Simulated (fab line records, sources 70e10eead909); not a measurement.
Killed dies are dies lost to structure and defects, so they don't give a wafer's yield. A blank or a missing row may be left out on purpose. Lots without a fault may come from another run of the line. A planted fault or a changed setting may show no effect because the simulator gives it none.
fab line records | flow nand_harc
record lots=6 wafers=18 last_day=30
route steps=1302 shown A_BONDPAD@1207 END@1302
lots that met no fault: from a run of the same line without faults
start_h: hours from the record's first day to the start of the lot's first wafer shown | wait_h: hours since the lot's step before | " the same as in the row above | L1.1+2: a row that stands for several wafers | - no value, or no start given | * or withheld: withheld | < > ~ a bound
route shown NAME@n: a module of which the file shows steps, and the number in the route of the first | usual: mean/standard deviation of fault-free wafers | same: alike in all rows | chamber/n: place in a boat | sites: the reading at each site | _std_site: their standard deviation | _edge_site: outer sites' mean less inner sites' | radius_mm: how far each site lies from the wafer's centre | mask NAME#n: copy n | behind: the tool/chamber that last shaped the wafer | hold: why the lot was held/for how many hours/how that ended | device: the transistor (n, p or np) that didn't switch | end of line: the same wafers' tests at the end of the route | a step without rows: its recipe alone | killed: dies lost to structure and defects at the first sort, not the wafer's yield | map: a wafer's dies, x killed, . not, _ none there
set.NAME: the setting as run; set.NAME@STEP: as run at that earlier step | model.NAME: the simulator's own value behind a step, which no gauge read
lots at some steps of the route; a table a step, a row a wafer
services: from which hour (start_h, from the record's first day; less than 0 if before it) a tool's chamber was out of use, for how many hours, and why
## steps
# step NHARC_A_BONDPAD_HMDS_02
# recipe time_s=30
# step NHARC_A_BONDPAD_COAT_33
# recipe temp_c=200 time_s=65
# step NHARC_A_BONDPAD_COAT_03
# recipe spin_rpm=2000 resist_thk_nm=600
# step NHARC_A_BONDPAD_SOFTBAKE_04
# recipe temp_c=125 time_s=70
# step NHARC_A_BONDPAD_EBR_05
# step NHARC_A_BONDPAD_EXPOSE_06
# recipe na=0.55 dose_mj=36.99 mask_id=A_BPAD
# step NHARC_A_BONDPAD_PEB_07
# recipe peb_temp_c=128 peb_time_s=80
# step NHARC_A_BONDPAD_DEVELOP_08
# recipe time_s=50 dev_temp_c=22
# step NHARC_A_BONDPAD_CD_MEAS_09
# recipe target_cd_nm=500 landing_energy_ev=500
# usual cd_nm=500.1/1.4
# columns lot.wafer tool chamber start_h wait_h cd_nm
L980.2 cd_sem-01 0 532.15 - 499.7
L980.4 " 0 " " 501.1
L980.5 " 0 " " 500.4
L981.1 cd_sem-01 0 546.76 - 499.6
L981.2 " 0 " " 499.9
L981.4 " 0 " " 498.7
L987.2 cd_sem-01 0 601.87 - 500.7
L987.3 " 0 " " 502.6
L987.5 " 0 " " 501.3
L988.1 cd_sem-02 0 608.32 - 498.4
L988.3 " 0 " " 499.3
L988.4 " 0 " " 497.6
L993.1 cd_sem-02 0 669.93 - 499.0
L993.5 " 0 " " 500.5
L993.6 " 0 " " 501.8
L995.1 cd_sem-03 0 689.23 - 500.0
L995.2 " 0 " " 500.3
L995.3 " 0 " " 500.2
# step NHARC_A_BONDPAD_OVL_MEAS_35
# usual overlay_x_nm=-2/5.3 overlay_y_nm=3/5.9
# columns lot.wafer tool chamber start_h wait_h overlay_x_nm overlay_y_nm
L980.2 overlay-02 - 532.23 - -2 14
L980.4 " - " " -2 14
L980.5 " - " " -2 14
L981.1 overlay-01 - 546.85 - -4 8
L981.2 " - " " -4 8
L981.4 " - " " -3 8
L987.2 overlay-01 - 601.96 - 9 -4
L987.3 " - " " 9 -3
L987.5 " - " " 9 -4
L988.1 overlay-02 - 608.41 - 4 3
L988.3 " - " " 4 4
L988.4 " - " " 5 4
L993.1 overlay-02 - 670.02 - 2 1
L993.5 " - " " 2 1
L993.6 " - " " 2 1
L995.1 overlay-02 - 689.32 - -4 2
L995.2 " - " " -5 2
L995.3 " - " " -4 2
# step NHARC_A_BONDPAD_HARDBAKE_10
# recipe temp_c=118 time_s=65
# step NHARC_A_BONDPAD_DESCUM_11
# recipe time_s=3 o2_flow_sccm=200 ar_flow_sccm=0 bias_power_w=0 chemistry=O2
# usual drypump_motor_current_A=5.9/0.38 oes_product_au=0.999/0.0083 rf_vpp_V=57.8/0.86 showerhead_plenum_p_Torr=1.91/0.086 throttle_valve_pct=11.310/0.0098
# columns lot.wafer tool chamber start_h wait_h drypump_motor_current_A oes_product_au rf_hours_counter_h rf_vpp_V showerhead_plenum_p_Torr throttle_valve_pct
L980.2 rie_diel-11 0 532.37 - 6.0 1.001 2 58.2 1.97 11.315
L980.4 " 1 " " 5.7 0.999 2 58.7 1.87 11.301
L980.5 " 3 " " 5.6 1.000 - 58.6 1.93 11.320
L981.4 rie_diel-11 3 546.97 - 5.5 0.997 3 58.8 1.93 11.303
L981.1 " 1 " " 5.7 0.996 3 56.7 1.87 11.315
L981.2 " 2 " " 6.6 1.009 3 56.6 1.79 11.312
L987.2 rie_diel-11 2 602.08 - 6.6 1.022 5 57.3 1.79 11.327
L987.3 " 3 " " 5.5 1.004 4 57.1 1.93 11.323
L987.5 " 3 " " 5.5 0.998 - 58.0 1.93 11.299
L988.1 rie_diel-11 0 608.54 - 6.0 1.001 5 58.2 1.97 11.304
L988.4 " 1 " " 5.7 0.991 5 57.8 1.87 11.324
L988.3 " 2 " " 6.6 1.005 5 56.3 1.79 11.301
L993.1 rie_diel-11 2 670.15 - 6.6 1.012 1 57.9 1.79 11.323
L993.6 " 2 " " 6.6 1.006 - 56.3 1.79 11.316
L993.5 " 3 " " 5.5 0.996 - 58.5 1.93 11.298
L995.3 rie_diel-11 1 689.44 - 5.7 0.988 1 56.8 1.87 11.301
L995.2 " 2 " " 6.6 1.005 2 57.3 1.79 11.314
L995.1 " 0 " " 6.0 1.003 1 57.5 1.97 11.325
# step NHARC_A_BONDPAD_ETCH_34
# recipe target_depth_a=600 overetch_a=180 time_s=65.91 ion_energy_ev=200 n2_flow_sccm=150 h2_flow_sccm=150 ar_flow_sccm=0 rf_w=400 bias_w=150 chemistry=N2/H2
# usual drypump_motor_current_A=5.9/0.38 oes_product_au=0.999/0.0082 rf_fwd_power_W=395.7/1.9 rf_vpp_V=430.3/2.6 run_length_s=87.3/0.47 showerhead_plenum_p_Torr=2.03/0.092 throttle_valve_pct=14.170/0.0098
# columns lot.wafer tool chamber start_h wait_h drypump_motor_current_A oes_product_au rf_fwd_power_W rf_hours_counter_h rf_vpp_V run_length_s showerhead_plenum_p_Torr throttle_valve_pct
L980.2 rie_diel-11 3 532.45 0.1 5.5 1.000 396.7 2 430.2 86.9 2.06 14.165
L980.4 " 0 " " 6.0 1.011 395.9 2 433.2 87.1 2.10 14.151
L980.5 " 1 " " 5.7 0.998 397.3 - 428.5 88.0 1.99 14.173
L981.2 rie_diel-11 1 547.06 0.1 5.7 0.988 394.0 3 429.9 87.9 1.99 14.170
L981.1 " 2 " " 6.6 1.008 397.1 3 426.9 87.3 1.90 14.185
L981.4 " 0 " " 6.0 1.002 394.6 3 431.4 87.0 2.10 14.160
L987.3 rie_diel-11 1 602.17 0.1 5.7 0.991 396.6 5 429.5 88.0 1.99 14.165
L987.2 " 0 " " 5.9 0.995 - 5 430.7 70.9 2.10 14.194
L987.5 " 2 " " 6.6 1.002 398.0 - 426.7 87.0 1.90 14.175
L988.3 rie_diel-11 2 608.62 0.1 6.6 0.994 397.7 5 425.0 87.2 1.90 14.173
L988.4 " 0 " " 6.0 1.016 - 5 432.9 70.8 2.10 14.177
L988.1 " 1 " " 5.7 0.995 394.4 5 429.4 88.4 1.99 14.196
L993.1 rie_diel-11 3 670.24 0.1 5.6 1.006 394.5 1 431.4 86.7 2.06 14.173
L993.6 " 2 " " 6.6 1.011 398.0 - 427.2 87.0 1.90 14.197
L993.5 " 3 " " 5.5 0.999 394.4 - 429.7 86.9 2.06 14.160
L995.1 rie_diel-11 3 689.53 0.1 5.6 1.005 394.9 2 431.7 86.6 2.06 14.165
L995.2 " 0 " " 6.0 1.008 395.4 1 431.8 87.8 2.10 14.151
L995.3 " 1 " " 5.7 0.994 395.2 1 430.6 88.0 1.99 14.165
# step NHARC_A_BONDPAD_ETCH_12
# recipe target_depth_a=2200 time_s=110 chf3_flow_sccm=50 o2_flow_sccm=10 ar_flow_sccm=200 rf_w=500 bias_w=200 chemistry=CHF3/O2
# usual drypump_motor_current_A=6.0/0.37 oes_product_au=0.947/0.024 rf_fwd_power_W=496.3/1.9 rf_vpp_V=370.5/2.4 run_length_s=131.3/0.46 showerhead_plenum_p_Torr=2.39/0.1 throttle_valve_pct=20.574/0.0089
# columns lot.wafer tool chamber start_h wait_h drypump_motor_current_A oes_product_au rf_fwd_power_W rf_hours_counter_h rf_vpp_V run_length_s showerhead_plenum_p_Torr throttle_valve_pct
L980.4 rie_diel-11 2 - - 6.6 0.935 494.7 2 368.0 131.4 2.25 20.558
L980.2 " 0 " " 6.0 0.925 497.3 2 373.3 131.2 2.47 20.564
L980.5 " 2 " " 6.5 0.929 495.1 - 368.5 131.3 2.25 20.571
L981.1 rie_diel-11 0 - - 6.0 0.973 492.9 3 371.8 131.4 2.47 20.580
L981.4 " 1 " " 5.7 0.973 494.8 3 370.9 132.4 2.35 20.567
L981.2 " 3 " " 5.6 0.965 494.5 3 372.3 130.8 2.42 20.588
L987.2 rie_diel-11 1 - - 5.7 0.975 495.4 5 368.4 132.4 2.35 20.572
L987.3 " 3 " " 5.5 0.960 494.3 5 371.1 131.2 2.42 20.576
L987.5 " 2 " " 6.6 0.981 497.3 - 366.5 131.4 2.25 20.578
L988.1 rie_diel-11 2 - - 6.6 0.975 496.1 5 368.7 131.7 2.25 20.566
L988.3 " 0 " " 6.0 0.964 494.8 5 373.3 131.5 2.46 20.564
L988.4 " 1 " " 5.7 0.970 494.1 5 369.7 132.0 2.35 20.566
L993.1 rie_diel-11 3 - - 5.6 0.951 495.5 1 371.8 130.7 2.42 20.579
L993.5 " 0 " " 6.0 0.974 497.4 - 371.9 131.1 2.46 20.560
L993.6 " 1 " " 5.7 0.961 494.7 - 368.1 132.2 2.35 20.570
L995.3 rie_diel-11 0 - - 6.0 0.934 493.9 2 370.9 131.1 2.46 20.594
L995.1 " 1 " " 5.7 0.956 497.6 1 370.0 132.1 2.35 20.566
L995.2 " 3 " " 5.5 0.929 495.8 2 371.1 131.2 2.42 20.568
# step NHARC_END_SORT_01
# recipe temp_c=25
# usual defect_limited_yield=92/3 killed_at_array=52/20 killed_at_other=1.0/1.3 killed_at_periphery=3.7/2.2 killed_dies=57/20 killed_open=3.2/1.6 killed_short=2.4/1.6 sort_bin_2_pct=2.9/1.4 sort_bin_3_pct=0.6/0.41 sort_bin_4_pct=4.8/1.5 sort_n_pass=620/20 sort_rim_yield_pct=93/3.5 sort_yield_pct=92/3
# same gross_dies=677 sort_bin_5_pct[%]=0 sort_bin_6_pct[%]=0 sort_bin_7_pct[%]=0 sort_bin_8_pct[%]=0 sort_rim_n_gross=106.00
# columns lot.wafer tool chamber start_h wait_h defect_limited_yield[%] killed_at_array killed_at_other killed_at_periphery killed_dies killed_open killed_short sort_bin_2_pct[%] sort_bin_3_pct[%] sort_bin_4_pct[%] sort_n_pass sort_rim_yield_pct[%] sort_yield_pct[%]
L980.2 prober-01 0 565.25 2.8 92 47 6 1 54 6 3 2.5 0.4 5.0 623 92 92
L980.4 prober-01 0 566.87 3.4 92 47 4 3 54 2 2 3.2 0.6 4.1 623 93 92
L980.5 prober-01 0 567.68 3.7 93 47 0 2 49 4 2 2.8 0.3 4.1 628 91 93
L981.1 prober-01 0 577.18 2.5 89 72 2 2 76 5 2 4.6 0.6 6.1 601 88 89
L981.2 prober-01 0 578.00 2.8 90 56 5 4 65 2 4 3.7 0.4 5.5 612 95 90
L981.4 prober-01 0 579.62 3.4 91 61 2 0 63 3 3 3.2 1.0 5.0 614 93 91
L987.2 prober-02 0 633.45 2.8 95 30 0 1 31 4 2 0.7 0.3 3.5 646 100 95
L987.3 prober-02 0 634.26 3.1 95 31 0 1 32 5 1 1.0 0.3 3.4 645 95 95
L987.5 prober-02 0 635.89 3.8 95 31 0 1 32 2 2 1.3 0.4 3.0 645 97 95
L988.1 prober-01 0 640.41 2.5 91 53 0 6 59 2 1 2.7 0.4 5.6 618 90 91
L988.3 prober-01 0 642.01 3.1 91 51 4 3 58 2 1 3.1 0.3 5.2 619 93 91
L988.4 prober-01 0 642.80 3.4 91 52 2 4 58 4 3 2.2 0.7 5.6 619 90 91
L993.1 prober-01 0 701.70 2.5 95 32 0 3 35 3 1 2.1 0.7 2.4 642 91 95
L993.5 prober-01 0 704.89 3.7 93 42 0 3 45 8 0 2.1 0.6 4.0 632 90 93
L993.6 prober-01 0 705.68 4.0 93 41 0 4 45 4 3 2.4 0.4 3.8 632 93 93
# killed by level:class
L980.2 A_CHANNEL_HOLE_D2:chamber_film_flake=25 A_CONTACT:chamber_film_flake=9 THIN_TSV:chamber_film_flake=6 A_SOURCE_PLATE:geometric_particle:open=2 A_CHANNEL_FILL_D1:geometric_particle:open=2 A_ONON_D2:geometric_particle:short=2 A_CHANNEL_FILL_D1:chamber_film_flake=2 A_STAIRCASE:chamber_film_flake=2
L980.4 A_CHANNEL_HOLE_D2:chamber_film_flake=28 A_CONTACT:chamber_film_flake=15 THIN_TSV:chamber_film_flake=4 P_CONTACT:geometric_particle:open=1 P_M1:geometric_particle:open=1 A_ONON_D2:geometric_particle:short=1 A_WL_FILL:geometric_particle:short=1 P_ZERO_WELL:chamber_film_flake=1
L980.5 A_CHANNEL_HOLE_D2:chamber_film_flake=25 A_CONTACT:chamber_film_flake=12 A_CHANNEL_HOLE_D1:chamber_film_flake=2 A_CHANNEL_FILL_D1:geometric_particle:open=1 A_ONON_D2:geometric_particle:short=1 A_CHANNEL_HOLE_D2:geometric_particle:open=1 A_WL_FILL:geometric_particle:short=1 A_WL_FILL:geometric_particle:open=1
L981.1 A_CHANNEL_HOLE_D2:chamber_film_flake=30 A_SLIT:chamber_film_flake=26 A_CHANNEL_HOLE_D1:chamber_film_flake=3 A_CHANNEL_FILL_D2:chamber_film_flake=3 A_CONTACT:chamber_film_flake=3 THIN_TSV:chamber_film_flake=2 P_STI:geometric_particle:open=1 A_ONON_D1:geometric_particle:open=1
L981.2 A_CHANNEL_HOLE_D2:chamber_film_flake=25 A_SLIT:chamber_film_flake=23 THIN_TSV:chamber_film_flake=5 P_ZERO_WELL:chamber_film_flake=2 P_STI:geometric_particle:open=1 A_CHANNEL_FILL_D2:geometric_particle:short=1 A_SGD_CUT:geometric_particle:short=1 A_WL_FILL:geometric_particle:open=1
L981.4 A_CHANNEL_HOLE_D2:chamber_film_flake=29 A_SLIT:chamber_film_flake=22 A_WL_FILL:geometric_particle:open=3 A_CONTACT:chamber_film_flake=2 THIN_TSV:chamber_film_flake=2 A_CHANNEL_FILL_D1:geometric_particle:short=1 A_SGD_CUT:geometric_particle:short=1 A_WL_FILL:geometric_particle:short=1
L987.2 A_CHANNEL_HOLE_D2:chamber_film_flake=10 A_CHANNEL_HOLE_D1:chamber_film_flake=7 A_CHANNEL_FILL_D1:geometric_particle:open=2 A_CHANNEL_FILL_D2:chamber_film_flake=2 A_STAIRCASE:chamber_film_flake=2 A_SOURCE_PLATE:geometric_particle:open=1 A_ONON_D1:geometric_particle:short=1 A_ONON_D2:geometric_particle:short=1
L987.3 A_CHANNEL_HOLE_D2:chamber_film_flake=14 A_M0:chamber_film_flake=3 A_ONON_D1:geometric_particle:open=2 A_CONTACT:geometric_particle:open=2 A_CHANNEL_HOLE_D1:chamber_film_flake=2 A_CHANNEL_FILL_D1:chamber_film_flake=2 A_CHANNEL_FILL_D2:chamber_film_flake=2 A_CHANNEL_FILL_D1:geometric_particle:open=1
L987.5 A_CHANNEL_HOLE_D2:chamber_film_flake=16 A_CHANNEL_HOLE_D1:chamber_film_flake=4 A_SLIT:chamber_film_flake=2 A_CONTACT:chamber_film_flake=2 A_ONON_D2:geometric_particle:short=1 A_CHANNEL_FILL_D2:geometric_particle:short=1 A_SGD_CUT:geometric_particle:open=1 A_M0:geometric_particle:open=1
L988.1 A_CHANNEL_HOLE_D1:chamber_film_flake=30 A_CHANNEL_HOLE_D2:chamber_film_flake=13 A_STAIRCASE:chamber_film_flake=3 P_GATE:chamber_film_flake=2 P_M1:chamber_film_flake=2 A_CONTACT:chamber_film_flake=2 P_CONTACT:geometric_particle:open=1 A_SGD_CUT:geometric_particle:short=1
L988.3 A_CHANNEL_HOLE_D1:chamber_film_flake=24 A_CHANNEL_HOLE_D2:chamber_film_flake=14 A_CONTACT:chamber_film_flake=5 THIN_TSV:chamber_film_flake=4 A_STAIRCASE:chamber_film_flake=2 A_SLIT:chamber_film_flake=2 A_ONON_D1:geometric_particle:open=1 A_M0:geometric_particle:short=1
L988.4 A_CHANNEL_HOLE_D1:chamber_film_flake=26 A_CHANNEL_HOLE_D2:chamber_film_flake=12 A_STAIRCASE:chamber_film_flake=4 A_BLC:chamber_film_flake=2 THIN_TSV:chamber_film_flake=2 P_STI:geometric_particle:open=1 P_CONTACT:geometric_particle:open=1 A_ONON_D1:geometric_particle:open=1
L993.1 A_CHANNEL_HOLE_D1:chamber_film_flake=22 P_M1:chamber_film_flake=2 A_SLIT:chamber_film_flake=2 A_CHANNEL_FILL_D1:chamber_film_flake=2 A_STAIRCASE:chamber_film_flake=2 P_CONTACT:geometric_particle:open=1 A_ONON_D2:geometric_particle:open=1 A_CHANNEL_FILL_D2:geometric_particle:open=1
L993.5 A_CHANNEL_HOLE_D1:chamber_film_flake=26 A_DECK1_JOINT:geometric_particle:open=2 A_STAIRCASE:chamber_film_flake=2 A_SLIT:chamber_film_flake=2 P_M0:geometric_particle:open=1 A_CHANNEL_HOLE_D1:geometric_particle:open=1 A_STAIRCASE:geometric_particle:open=1 A_SGD_CUT:geometric_particle:open=1
L993.6 A_CHANNEL_HOLE_D1:chamber_film_flake=26 A_SLIT:chamber_film_flake=3 A_CONTACT:chamber_film_flake=3 A_CONTACT:geometric_particle:open=2 P_M1:chamber_film_flake=2 P_CONTACT:geometric_particle:open=1 A_ONON_D2:geometric_particle:short=1 A_SGD_CUT:geometric_particle:short=1
## services
# columns tool chamber start_h hours kind
rie_diel-11 0 515.00 - clean
rie_diel-11 1 515.00 - clean
rie_diel-11 2 515.00 - clean
rie_diel-11 3 515.00 - clean
rie_diel-11 0 539.50 - clean
rie_diel-11 1 539.50 - clean
rie_diel-11 2 539.50 - clean
rie_diel-11 3 539.50 - clean
rie_diel-11 3 555.53 7.7 repair
rie_diel-11 0 564.00 - clean
rie_diel-11 1 564.00 - clean
rie_diel-11 2 564.00 - clean
rie_diel-11 3 564.00 - clean
rie_diel-11 0 588.50 - clean
rie_diel-11 1 588.50 - clean
rie_diel-11 2 588.50 - clean
rie_diel-11 3 588.50 - clean
rie_diel-11 - 609.50 9.0 pm
rie_diel-11 0 609.50 9.0 vent_cycle
rie_diel-11 1 609.50 9.0 vent_cycle
rie_diel-11 2 609.50 9.0 vent_cycle
rie_diel-11 3 609.50 9.0 vent_cycle
rie_diel-11 0 618.50 - clean
rie_diel-11 1 632.22 9.4 repair
## key
first_sign step=NHARC_A_BONDPAD_ETCH_34 reading=run_length_s direction=down sigmas=35 usual=* struck=*
effect none on later readings
met_at NHARC_A_BONDPAD_ETCH_34
struck_wafers L987.2,L988.4
onset_between 547.06 602.17
fault kind=process_parameter_drift tool=rie_diel-11 chamber=0 onset_h=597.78 steps=NHARC_A_BONDPAD_ETCH_34 channel=time_s offset=* shape=step end_h=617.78 acts_in=* stated=*
